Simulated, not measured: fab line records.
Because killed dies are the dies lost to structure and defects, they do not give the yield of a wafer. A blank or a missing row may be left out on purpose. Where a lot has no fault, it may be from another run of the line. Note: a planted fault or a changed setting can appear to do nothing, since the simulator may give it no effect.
fab line records	flow n5_finfet
record lots=24	wafers=72	last_day=17
route steps=1938 shown GATE_CUT@505 MOL_CONTACT_COAG@528
lots with no fault: from the same line, run without faults
start_h: hours from the record's opening day to when the first of the lot's shown wafers began	wait_h: hours elapsed since this lot's preceding step	" as in the row above	L1.1+2: a row that stands for several wafers	- no value, or no start given	* or withheld: withheld	< > ~ a bound
route shown NAME@n: NAME is a module with steps in the file, n the number in the route of the first one	usual: average and standard deviation across the fault-free wafers	same: alike in all rows	chamber/n: place in a boat	sites: readings site by site	_std_site: standard deviation across them	_edge_site: the outer-site mean with the inner-site mean subtracted	radius_mm: for every site, how far away it sits from the centre of the wafer	mask NAME#n: copy n	behind: the most recent tool/chamber to have shaped the wafer	hold: what put the lot on hold/how long, in hours/how the hold closed	device: names the non-switching transistor (n, p or np)	end of line: the tests these same wafers got at the end of their route	for a step that has no rows: nothing shown but its recipe	killed: not the wafer's yield, but the dies lost to structure and defects at the first sort	map: a wafer's dies, marking killed ones x, the rest . and places with no die _
set.NAME: setting as actually run; set.NAME@STEP: the setting as run at that earlier step	model.NAME: the simulator's own value behind a step, which no gauge read
route steps across a sampled set of lots; one table per step, one row per wafer
services: the hour from which a tool's chamber was out of use, counted from the record's first day as start_h (under 0 if before that day), plus the number of hours and why
## steps
# step N5_GATE_CUT_VAPOR_ETCH_49
# recipe chemistry=BCl3/Cl2	target=TiAlC	mode=isotropic
# usual drypump_motor_current_A=5.8/0.41	oes_product_au=0.79/0.11
lot.wafer	tool	chamber	start_h	wait_h	drypump_motor_current_A	oes_product_au
L074.2	rie_metal-01	1	86.95	0.0	5.6	0.59
L074.3	"	1	"	"	5.5	0.58
L074.5	"	0	"	"	5.8	0.78
L075.1	rie_metal-03	0	89.75	0.0	5.3	0.91
L075.3	"	0	"	"	5.3	0.91
L075.5	"	1	"	"	5.7	0.65
L076.1	rie_metal-03	1	95.23	0.0	5.6	0.65
L076.3	"	1	"	"	5.6	0.65
L076.5	"	1	"	"	5.6	0.65
L077.1	rie_metal-03	1	102.05	0.0	5.6	0.64
L077.3	"	1	"	"	5.6	0.65
L077.6	"	1	"	"	5.6	0.65
L078.1	rie_metal-02	0	112.11	0.0	6.6	0.86
L078.3	"	1	"	"	5.8	0.89
L078.6	"	0	"	"	6.6	0.86
L079.1	rie_metal-02	0	117.09	0.0	6.6	0.87
L079.3	"	1	"	"	5.8	0.89
L079.6	"	0	"	"	6.6	0.86
L080.1	rie_metal-02	0	124.19	0.0	6.6	0.85
L080.3	"	0	"	"	6.6	0.86
L080.5	"	1	"	"	5.8	0.87
L081.2	rie_metal-01	0	126.65	0.0	5.8	0.75
L081.3	"	0	"	"	5.8	0.75
L081.5	"	0	"	"	5.9	0.76
L082.1	rie_metal-01	1	136.52	0.0	5.6	0.57
L082.2	"	0	"	"	5.9	0.75
L082.3	"	0	"	"	5.8	0.76
L083.2	rie_metal-02	1	141.23	0.0	5.8	0.86
L083.4	"	0	"	"	6.6	0.85
L083.5	"	1	"	"	5.8	0.86
L084.2	rie_metal-03	0	143.05	0.0	5.4	0.89
L084.3	"	0	"	"	5.3	0.89
L084.5	"	1	"	"	5.6	0.64
L085.3	rie_metal-02	0	150.97	0.0	6.6	0.84
L085.4	"	1	"	"	5.8	0.87
L085.6	"	1	"	"	5.8	0.86
L086.1	rie_metal-01	0	156.31	0.1	5.9	0.75
L086.3	"	0	"	"	5.9	0.75
L086.4	"	0	"	"	5.9	0.75
L087.1	rie_metal-03	0	161.61	0.0	5.4	0.88
L087.3	"	0	"	"	5.3	0.89
L087.6	"	0	"	"	5.3	0.89
L088.1	rie_metal-01	0	167.79	0.1	5.9	0.74
L088.3	"	0	"	"	5.9	0.74
L088.5	"	0	"	"	5.9	0.75
L089.4	rie_metal-03	1	174.46	0.0	5.6	0.64
L089.5	"	0	"	"	5.3	0.89
L089.6	"	1	"	"	5.6	0.64
L090.1	rie_metal-02	1	179.22	0.0	5.8	0.84
L090.2	"	0	"	"	6.6	0.83
L090.5	"	1	"	"	5.8	0.85
L091.2	rie_metal-02	0	186.69	0.0	6.6	0.82
L091.3	"	1	"	"	5.8	0.85
L091.4	"	0	"	"	6.6	0.83
L092.2	rie_metal-01	0	192.14	0.0	5.8	0.73
L092.5	"	1	"	"	5.5	0.96
L092.6	"	0	"	"	5.9	0.74
L093.2	rie_metal-03	0	201.23	0.0	5.3	0.88
L093.4	"	0	"	"	5.3	0.88
L093.5	"	1	"	"	5.6	0.63
L094.1	rie_metal-03	0	205.56	0.0	5.4	0.87
L094.4	"	0	"	"	5.4	0.87
L094.6	"	1	"	"	5.6	0.63
L095.1	rie_metal-02	0	209.23	0.0	6.6	0.81
L095.3	"	1	"	"	5.8	0.83
L095.4	"	0	"	"	6.6	0.82
L096.1	rie_metal-02	0	222.56	0.0	6.6	0.82
L096.3	"	0	"	"	6.6	0.81
L096.4	"	1	"	"	5.8	0.82
L097.2	rie_metal-01	0	229.09	0.0	5.9	0.73
L097.5	"	0	"	"	5.9	0.72
L097.6	"	1	"	"	5.6	0.92
# step N5_MOL_CONTACT_COAG_INSPECT_10
# recipe mode=adi	inspect_instrument=brightfield
# usual raw_defect_count=70/26
lot.wafer	tool	chamber	start_h	wait_h	raw_defect_count
L074.2	defect_inspect-02	-	90.82	0.0	54
L074.3	"	-	"	"	46
L074.5	"	-	"	"	82
L075.1	defect_inspect-02	-	93.02	0.1	34
L075.3	"	-	"	"	35
L075.5	"	-	"	"	33
L076.1	defect_inspect-01	-	99.60	0.1	63
L076.3	"	-	"	"	52
L076.5	"	-	"	"	52
L077.1	defect_inspect-01	-	105.40	0.1	90
L077.3	"	-	"	"	71
L077.6	"	-	"	"	49
L078.1	defect_inspect-01	-	115.35	0.1	31
L078.3	"	-	"	"	55
L078.6	"	-	"	"	46
L079.1	defect_inspect-02	-	120.36	0.1	46
L079.3	"	-	"	"	33
L079.6	"	-	"	"	33
L080.1	defect_inspect-01	-	127.81	0.1	88
L080.3	"	-	"	"	68
L080.5	"	-	"	"	48
L081.2	defect_inspect-01	-	129.82	0.0	74
L081.3	"	-	"	"	55
L081.5	"	-	"	"	79
L082.1	defect_inspect-02	-	140.01	0.1	31
L082.2	"	-	"	"	69
L082.3	"	-	"	"	52
L083.2	defect_inspect-01	-	144.64	0.0	76
L083.4	"	-	"	"	87
L083.5	"	-	"	"	111
L084.2	defect_inspect-02	-	146.20	0.0	48
L084.3	"	-	"	"	35
L084.5	"	-	"	"	78
L085.3	defect_inspect-01	-	154.50	0.0	45
L085.4	"	-	"	"	73
L085.6	"	-	"	"	63
L086.1	defect_inspect-02	-	159.73	0.1	74
L086.3	"	-	"	"	41
L086.4	"	-	"	"	74
L087.1	defect_inspect-02	-	165.03	0.1	122
L087.3	"	-	"	"	88
L087.6	"	-	"	"	111
L088.1	defect_inspect-01	-	171.06	0.1	95
L088.3	"	-	"	"	36
L088.5	"	-	"	"	79
L089.4	defect_inspect-01	-	177.73	0.0	130
L089.5	"	-	"	"	73
L089.6	"	-	"	"	105
L090.1	defect_inspect-01	-	182.85	0.1	49
L090.2	"	-	"	"	61
L090.5	"	-	"	"	87
L091.2	defect_inspect-01	-	189.93	0.0	73
L091.3	"	-	"	"	85
L091.4	"	-	"	"	69
L092.2	defect_inspect-02	-	195.31	0.0	68
L092.5	"	-	"	"	54
L092.6	"	-	"	"	48
L093.2	defect_inspect-02	-	204.49	0.0	91
L093.4	"	-	"	"	123
L093.5	"	-	"	"	73
L094.1	defect_inspect-01	-	208.71	0.1	88
L094.4	"	-	"	"	78
L094.6	"	-	"	"	53
L095.1	defect_inspect-02	-	212.38	0.1	93
L095.3	"	-	"	"	79
L095.4	"	-	"	"	79
L096.1	defect_inspect-01	-	225.99	0.1	113
L096.3	"	-	"	"	85
L096.4	"	-	"	"	105
L097.2	defect_inspect-01	-	232.37	0.0	97
L097.5	"	-	"	"	71
L097.6	"	-	"	"	106
# step N5_MOL_CONTACT_COAG_PRE_CLEAN_141
# recipe gas=H2/He	time_s=60	temp_c=300
# usual heater_power_w=480/74
lot.wafer	tool	chamber	start_h	wait_h	heater_power_w
L074.2	pvd_sputter-03	-	95.31	2.8	489
L074.3	"	-	"	"	606
L074.5	"	-	"	"	482
L075.1	pvd_sputter-03	-	96.31	0.7	472
L075.3	"	-	"	"	374
L075.5	"	-	"	"	498
L076.1	pvd_sputter-03	-	105.15	2.1	479
L076.3	"	-	"	"	615
L076.5	"	-	"	"	474
L077.1	pvd_sputter-02	-	109.64	2.3	538
L077.3	"	-	"	"	443
L077.6	"	-	"	"	536
L078.1	pvd_sputter-01	-	117.43	0.4	461
L078.3	"	-	"	"	515
L078.6	"	-	"	"	450
L079.1	pvd_sputter-03	-	122.84	0.9	377
L079.3	"	-	"	"	485
L079.6	"	-	"	"	486
L080.1	pvd_sputter-03	-	131.40	1.2	470
L080.3	"	-	"	"	379
L080.5	"	-	"	"	598
L081.2	pvd_sputter-01	-	132.10	0.3	519
L081.3	"	-	"	"	445
L081.5	"	-	"	"	456
L082.1	pvd_sputter-02	-	143.15	0.4	333
L082.2	"	-	"	"	440
L082.3	"	-	"	"	596
L083.2	pvd_sputter-02	-	146.52	0.4	342
L083.4	"	-	"	"	581
L083.5	"	-	"	"	542
L084.2	pvd_sputter-02	-	149.61	1.6	589
L084.3	"	-	"	"	435
L084.5	"	-	"	"	529
L085.3	pvd_sputter-03	-	156.89	0.8	589
L085.4	"	-	"	"	469
L085.6	"	-	"	"	617
L086.1	pvd_sputter-01	-	162.18	1.0	446
L086.3	"	-	"	"	454
L086.4	"	-	"	"	470
L087.1	pvd_sputter-02	-	168.80	1.9	334
L087.3	"	-	"	"	519
L087.6	"	-	"	"	337
L088.1	pvd_sputter-01	-	174.03	0.2	450
L088.3	"	-	"	"	441
L088.5	"	-	"	"	505
L089.4	pvd_sputter-01	-	180.06	0.3	465
L089.5	"	-	"	"	457
L089.6	"	-	"	"	522
L090.1	pvd_sputter-03	-	185.10	0.5	591
L090.2	"	-	"	"	378
L090.5	"	-	"	"	384
L091.2	pvd_sputter-02	-	193.30	1.8	450
L091.3	"	-	"	"	584
L091.4	"	-	"	"	342
L092.2	pvd_sputter-01	-	199.16	2.0	466
L092.5	"	-	"	"	520
L092.6	"	-	"	"	458
L093.2	pvd_sputter-03	-	207.60	1.5	379
L093.4	"	-	"	"	603
L093.5	"	-	"	"	605
L094.1	pvd_sputter-03	-	212.48	2.3	589
L094.4	"	-	"	"	489
L094.6	"	-	"	"	581
L095.1	pvd_sputter-03	-	215.08	1.3	467
L095.3	"	-	"	"	382
L095.4	"	-	"	"	605
L096.1	pvd_sputter-01	-	227.77	0.3	524
L096.3	"	-	"	"	443
L096.4	"	-	"	"	454
L097.2	pvd_sputter-01	-	235.43	0.8	520
L097.5	"	-	"	"	444
L097.6	"	-	"	"	519
# step N5_MOL_CONTACT_COAG_CD_MEAS_84
# recipe target_cd_nm=25.1	landing_energy_ev=500	detector=se_inlens	polarity=opening
# usual cd_nm=25.09/0.26
lot.wafer	tool	chamber	start_h	wait_h	cd_nm
L074.2	cd_sem-02	0	102.84	-	24.98
L074.3	"	0	"	"	25.22
L074.5	"	0	"	"	24.76
L075.1	cd_sem-03	0	104.35	-	25.29
L075.3	"	0	"	"	25.36
L075.5	"	0	"	"	24.96
L076.1	cd_sem-03	0	111.11	-	25.04
L076.3	"	0	"	"	25.02
L076.5	"	0	"	"	24.53
L077.1	cd_sem-02	0	115.76	-	24.86
L077.3	"	0	"	"	24.43
L077.6	"	0	"	"	24.88
L078.1	cd_sem-03	0	125.37	-	25.37
L078.3	"	0	"	"	24.99
L078.6	"	0	"	"	24.92
L079.1	cd_sem-02	0	129.56	-	24.80
L079.3	"	0	"	"	24.94
L079.6	"	0	"	"	25.25
L080.1	cd_sem-02	0	138.62	-	25.07
L080.3	"	0	"	"	24.81
L080.5	"	0	"	"	25.06
L081.2	cd_sem-03	0	139.27	-	25.08
L081.3	"	0	"	"	24.86
L081.5	"	0	"	"	25.26
L082.1	cd_sem-01	0	150.02	-	24.79
L082.2	"	0	"	"	25.43
L082.3	"	0	"	"	25.35
L083.2	cd_sem-01	0	153.78	-	25.42
L083.4	"	0	"	"	25.57
L083.5	"	0	"	"	25.42
L084.2	cd_sem-03	0	156.63	-	24.69
L084.3	"	0	"	"	25.29
L084.5	"	0	"	"	25.41
L085.3	cd_sem-02	0	164.31	-	25.19
L085.4	"	0	"	"	25.39
L085.6	"	0	"	"	25.10
L086.1	cd_sem-01	0	169.02	-	24.44
L086.3	"	0	"	"	24.78
L086.4	"	0	"	"	25.12
L087.1	cd_sem-03	0	174.94	-	25.28
L087.3	"	0	"	"	24.98
L087.6	"	0	"	"	25.15
L088.1	cd_sem-01	0	181.86	-	25.22
L088.3	"	0	"	"	25.59
L088.5	"	0	"	"	25.09
L089.4	cd_sem-01	0	188.46	-	25.30
L089.5	"	0	"	"	25.47
L089.6	"	0	"	"	25.44
L090.1	cd_sem-01	0	193.56	-	25.09
L090.2	"	0	"	"	24.77
L090.5	"	0	"	"	25.09
L091.2	cd_sem-01	0	199.59	-	25.19
L091.3	"	0	"	"	25.21
L091.4	"	0	"	"	25.45
L092.2	cd_sem-02	0	206.56	-	25.08
L092.5	"	0	"	"	25.12
L092.6	"	0	"	"	24.96
L093.2	cd_sem-01	0	213.77	-	24.79
L093.4	"	0	"	"	24.98
L093.5	"	0	"	"	25.00
L094.1	cd_sem-03	0	220.17	-	25.18
L094.4	"	0	"	"	24.96
L094.6	"	0	"	"	25.19
L095.1	cd_sem-03	0	221.29	-	25.27
L095.3	"	0	"	"	24.71
L095.4	"	0	"	"	25.04
L096.1	cd_sem-03	0	234.19	-	24.88
L096.3	"	0	"	"	25.20
L096.4	"	0	"	"	25.09
L097.2	cd_sem-02	0	242.47	-	25.27
L097.5	"	0	"	"	24.97
L097.6	"	0	"	"	25.09
# step N5_MOL_CONTACT_COAG_STRIP_119
# recipe chemistry=N2/H2	time_s=30	power_w=1000	temp_c=250	pressure_mtorr=withheld	n2_flow_sccm=1750	h2_flow_sccm=3250
# usual drypump_motor_current_A=5.66/0.049	heater_power_w=337/21
lot.wafer	tool	chamber	start_h	wait_h	drypump_motor_current_A	heater_power_w	rf_hours_counter_h
L074.2	plasma_asher-01	1	103.78	0.1	5.56	331	97
L074.3	"	0	"	"	5.62	319	-
L074.5	"	0	"	"	5.62	323	-
L075.1	plasma_asher-01	0	105.13	0.1	5.62	317	97
L075.3	"	0	"	"	5.63	323	-
L075.5	"	1	"	"	5.67	329	-
L076.1	plasma_asher-02	1	111.89	0.1	5.72	364	41
L076.3	"	1	"	"	5.71	374	-
L076.5	"	0	"	"	5.69	369	-
L077.1	plasma_asher-02	1	116.63	0.1	5.74	375	42
L077.3	"	1	"	"	5.76	359	-
L077.6	"	0	"	"	5.73	370	-
L078.1	plasma_asher-01	1	126.65	0.1	5.61	322	102
L078.3	"	0	"	"	5.67	306	-
L078.6	"	0	"	"	5.64	319	-
L079.1	plasma_asher-01	0	130.59	0.1	5.64	324	104
L079.3	"	1	"	"	5.57	331	-
L079.6	"	1	"	"	5.59	329	-
L080.1	plasma_asher-01	0	139.50	0.1	5.64	320	109
L080.3	"	1	"	"	5.63	310	-
L080.5	"	0	"	"	5.61	325	-
L081.2	plasma_asher-01	1	140.23	0.1	5.64	326	109
L081.3	"	1	"	"	5.62	321	-
L081.5	"	1	"	"	5.63	328	-
L082.1	plasma_asher-01	0	150.87	0.1	5.65	312	112
L082.2	"	1	"	"	5.61	328	112
L082.3	"	1	"	"	5.65	330	-
L083.2	plasma_asher-01	0	155.08	0.1	5.63	320	112
L083.4	"	1	"	"	5.60	321	-
L083.5	"	1	"	"	5.63	334	-
L084.2	plasma_asher-01	0	157.41	0.1	5.66	321	113
L084.3	"	1	"	"	5.61	327	-
L084.5	"	1	"	"	5.63	329	-
L085.3	plasma_asher-01	1	165.27	0.1	5.62	332	-
L085.4	"	0	"	"	5.65	315	-
L085.6	"	1	"	"	5.62	322	-
L086.1	plasma_asher-01	0	170.03	0.1	5.62	317	115
L086.3	"	0	"	"	5.62	316	-
L086.4	"	1	"	"	5.61	326	-
L087.1	plasma_asher-02	0	176.77	0.1	5.69	369	51
L087.3	"	0	"	"	5.74	357	-
L087.6	"	0	"	"	5.67	365	-
L088.1	plasma_asher-02	0	182.64	0.1	5.69	371	52
L088.3	"	0	"	"	5.76	365	-
L088.5	"	0	"	"	5.71	364	-
L089.4	plasma_asher-02	0	189.90	0.1	5.69	364	-
L089.5	"	1	"	"	5.70	374	-
L089.6	"	0	"	"	5.73	357	-
L090.1	plasma_asher-01	1	195.19	0.1	5.64	329	120
L090.2	"	0	"	"	5.62	320	120
L090.5	"	0	"	"	5.61	322	-
L091.2	plasma_asher-01	0	200.38	0.1	5.62	326	121
L091.3	"	0	"	"	5.59	316	-
L091.4	"	1	"	"	5.64	324	-
L092.2	plasma_asher-02	0	207.77	0.1	5.64	356	57
L092.5	"	0	"	"	5.65	366	-
L092.6	"	1	"	"	5.73	371	-
L093.2	plasma_asher-02	1	214.56	0.1	5.74	370	57
L093.4	"	1	"	"	5.72	356	-
L093.5	"	1	"	"	5.73	373	-
L094.1	plasma_asher-01	1	221.73	0.1	5.63	319	125
L094.4	"	1	"	"	5.63	331	-
L094.6	"	1	"	"	5.62	330	-
L095.1	plasma_asher-02	1	222.55	0.1	5.74	365	59
L095.3	"	1	"	"	5.75	370	-
L095.4	"	0	"	"	5.71	366	-
L096.1	plasma_asher-01	0	235.77	0.1	5.64	322	127
L096.3	"	0	"	"	5.62	320	-
L096.4	"	1	"	"	5.64	337	-
L097.2	plasma_asher-01	0	243.43	0.2	5.67	313	130
L097.5	"	0	"	"	5.65	312	-
L097.6	"	1	"	"	5.64	335	-
# step N5_MOL_CONTACT_COAG_DESCUM_45
# recipe chemistry=O2	time_s=7	source_power_w=50	bias_power_w=20	pressure_mtorr=20	rf_frequency_hz=2.712e+07	temp_c=40	resist=CAR-EUV	o2_flow_sccm=225
# usual chamber_pressure_mTorr=19.998/0.02	drypump_motor_current_A=5.6/0.6	oes_product_au=0.76/0.088	rf_vpp_V=243.2/1.5	showerhead_plenum_p_Torr=2.10/0.078	throttle_valve_pct=20.50/0.28
lot.wafer	tool	chamber	start_h	wait_h	chamber_pressure_mTorr	drypump_motor_current_A	oes_product_au	rf_hours_counter_h	rf_vpp_V	showerhead_plenum_p_Torr	throttle_valve_pct
L074.2	rie_diel-04	0	104.55	0.0	19.977	6.7	0.74	158	242.0	2.16	20.22
L074.3	"	1	"	"	20.035	5.9	0.70	208	244.4	2.18	21.16
L074.5	"	2	"	"	19.983	5.7	0.68	-	242.5	2.05	20.52
L075.1	rie_diel-05	1	106.00	0.2	20.014	5.3	0.68	226	241.0	1.96	20.70
L075.3	"	3	"	"	19.973	6.3	0.71	240	242.8	2.14	20.53
L075.5	"	1	"	"	19.997	5.3	0.68	-	240.8	1.96	20.70
L076.1	rie_diel-06	3	112.56	0.1	20.000	5.9	0.84	70	244.8	2.12	20.36
L076.3	"	1	"	"	19.973	4.8	0.72	187	242.7	2.05	20.37
L076.5	"	2	"	"	19.973	5.1	0.82	-	244.6	2.24	20.24
L077.1	rie_diel-05	2	117.22	0.0	19.984	5.2	0.91	23	243.9	2.14	20.08
L077.3	"	0	"	"	19.997	4.8	0.68	219	240.1	2.00	20.75
L077.6	"	1	"	"	19.970	5.3	0.67	-	241.4	1.96	20.68
L078.1	rie_diel-06	0	127.31	0.1	20.018	6.2	0.70	225	243.0	2.05	20.74
L078.3	"	2	"	"	19.994	5.1	0.82	67	245.0	2.23	20.23
L078.6	"	1	"	"	19.986	4.8	0.71	-	241.3	2.05	20.36
L079.1	rie_diel-04	0	131.30	0.0	19.983	6.7	0.74	168	243.5	2.15	20.24
L079.3	"	3	"	"	19.989	6.2	0.79	104	241.6	2.02	20.63
L079.6	"	2	"	"	20.051	5.7	0.67	-	242.2	2.04	20.53
L080.1	rie_diel-04	3	140.22	0.0	19.991	6.2	0.79	107	242.1	2.01	20.62
L080.3	"	1	"	"	20.013	5.9	0.69	220	243.6	2.18	21.21
L080.5	"	3	"	"	19.989	6.2	0.79	-	243.0	2.01	20.62
L081.2	rie_diel-06	3	140.83	0.0	19.995	5.9	0.83	80	242.6	2.12	20.42
L081.3	"	0	"	"	19.960	6.2	0.70	231	243.4	2.05	20.78
L081.5	"	0	"	"	19.993	6.2	0.70	-	242.0	2.05	20.77
L082.1	rie_diel-04	0	151.70	0.3	20.007	6.7	0.74	172	244.0	2.15	20.25
L082.2	"	1	"	"	19.987	5.8	0.69	226	243.9	2.17	21.20
L082.3	"	2	"	"	19.977	5.7	0.67	248	242.7	2.04	20.55
L083.2	rie_diel-06	0	155.79	0.0	20.011	6.3	0.71	235	241.5	2.05	20.77
L083.4	"	1	"	"	20.042	4.8	0.71	199	242.5	2.05	20.39
L083.5	"	2	"	"	19.999	5.1	0.81	-	245.5	2.23	20.26
L084.2	rie_diel-05	0	158.13	0.0	19.981	4.8	0.67	234	241.7	2.00	20.75
L084.3	"	1	"	"	20.056	5.3	0.66	246	240.3	1.96	20.71
L084.5	"	2	"	"	19.965	5.3	0.88	-	245.0	2.13	20.11
L085.3	rie_diel-05	3	166.30	0.4	20.003	6.3	0.99	4	243.1	2.14	20.23
L085.4	"	2	"	"	20.004	5.3	0.88	43	244.8	2.13	20.10
L085.6	"	0	"	"	20.016	4.8	0.66	-	240.8	1.99	20.76
L086.1	rie_diel-04	1	170.74	0.0	19.993	5.9	0.69	233	243.7	2.17	21.22
L086.3	"	0	"	"	20.049	6.7	0.73	180	245.2	2.15	20.25
L086.4	"	1	"	"	19.991	5.8	0.69	-	244.7	2.17	21.21
L087.1	rie_diel-04	1	177.37	0.0	20.023	5.9	0.68	237	243.8	2.17	21.21
L087.3	"	0	"	"	19.999	6.7	0.73	184	245.6	2.15	20.27
L087.6	"	3	"	"	20.007	6.2	0.77	-	241.5	2.01	20.65
L088.1	rie_diel-05	0	183.23	0.0	20.055	4.8	0.67	244	241.4	1.99	20.78
L088.3	"	2	"	"	19.950	5.3	0.88	49	243.2	2.13	20.12
L088.5	"	2	"	"	19.989	5.3	0.88	-	243.7	2.13	20.13
L089.4	rie_diel-06	3	190.62	0.1	19.977	5.9	0.81	100	244.6	2.11	20.42
L089.5	"	3	"	"	19.989	5.9	0.81	-	243.3	2.11	20.43
L089.6	"	0	"	"	19.993	6.3	0.69	-	242.5	2.04	20.79
L090.1	rie_diel-05	3	196.22	0.5	19.970	6.3	0.94	15	244.4	2.13	20.25
L090.2	"	0	"	"	19.968	4.8	0.66	248	241.7	1.99	20.77
L090.5	"	3	"	"	20.013	6.3	0.94	-	244.5	2.14	20.24
L091.2	rie_diel-06	2	200.97	0.0	19.997	5.1	0.79	98	243.8	2.22	20.30
L091.3	"	3	"	"	20.039	5.9	0.80	105	242.7	2.11	20.43
L091.4	"	2	"	"	19.983	5.1	0.77	-	245.1	2.22	20.28
L092.2	rie_diel-06	1	208.50	0.0	20.007	4.8	0.70	218	241.2	2.04	20.41
L092.5	"	3	"	"	20.023	5.8	0.81	-	244.4	2.11	20.45
L092.6	"	2	"	"	19.999	5.1	0.79	-	245.6	2.22	20.30
L093.2	rie_diel-06	2	215.27	0.0	20.019	5.1	0.78	102	244.4	2.22	20.28
L093.4	"	2	"	"	19.974	5.1	0.79	-	244.2	2.22	20.29
L093.5	"	3	"	"	19.986	5.9	0.80	-	243.2	2.11	20.43
L094.1	rie_diel-06	1	222.37	0.0	20.008	4.8	0.69	224	244.0	2.04	20.42
L094.4	"	2	"	"	20.012	5.1	0.78	-	244.7	2.22	20.29
L094.6	"	1	"	"	20.003	4.8	0.69	-	243.9	2.04	20.43
L095.1	rie_diel-06	2	223.14	0.0	20.016	5.1	0.79	106	245.9	2.22	20.31
L095.3	"	1	"	"	19.994	4.8	0.68	224	244.2	2.04	20.42
L095.4	"	1	"	"	20.028	4.8	0.69	-	240.3	2.04	20.41
L096.1	rie_diel-04	0	236.36	0.0	19.986	6.7	0.73	205	244.3	2.14	20.29
L096.3	"	3	"	"	19.995	6.2	0.77	145	240.7	2.00	20.69
L096.4	"	0	"	"	20.006	6.7	0.73	-	245.1	2.14	20.29
L097.2	rie_diel-06	2	244.10	0.1	19.990	5.1	0.77	113	245.2	2.22	20.31
L097.5	"	1	"	"	19.983	4.8	0.69	-	242.2	2.03	20.44
L097.6	"	0	"	"	20.015	6.2	0.97	-	243.0	2.04	20.38
## services
tool	chamber	start_h	hours	kind
pvd_sputter-02	-	68.37	0.8	repair
pvd_sputter-01	-	74.36	1.9	repair
pvd_sputter-02	-	103.35	1.5	repair
plasma_asher-02	-	126.47	15.6	pm
pvd_sputter-02	-	127.15	4.5	repair
rie_diel-04	0	138.65	5.3	repair
pvd_sputter-01	-	141.51	3.1	repair
rie_diel-06	0	147.08	5.7	repair
pvd_sputter-01	-	151.78	1.0	repair
rie_metal-01	1	155.69	-	clean
rie_metal-01	1	155.69	22.2	scheduled_down
rie_metal-01	1	155.69	22.2	vent_cycle
rie_metal-02	-	156.51	1.4	pm
rie_diel-04	2	159.67	-	clean
rie_diel-04	2	159.67	-	consumable_replace:focus_ring
pvd_sputter-01	-	194.09	0.8	repair
rie_diel-06	0	197.25	-	clean
rie_diel-06	0	197.25	-	consumable_replace:focus_ring
rie_diel-06	0	197.25	35.3	scheduled_down
rie_diel-06	0	197.25	35.3	vent_cycle
rie_metal-03	-	228.42	2.8	pm
rie_diel-04	1	235.62	8.8	repair
plasma_asher-02	-	237.20	17.1	pm
rie_diel-05	3	239.05	115.1	repair
## key
fault none
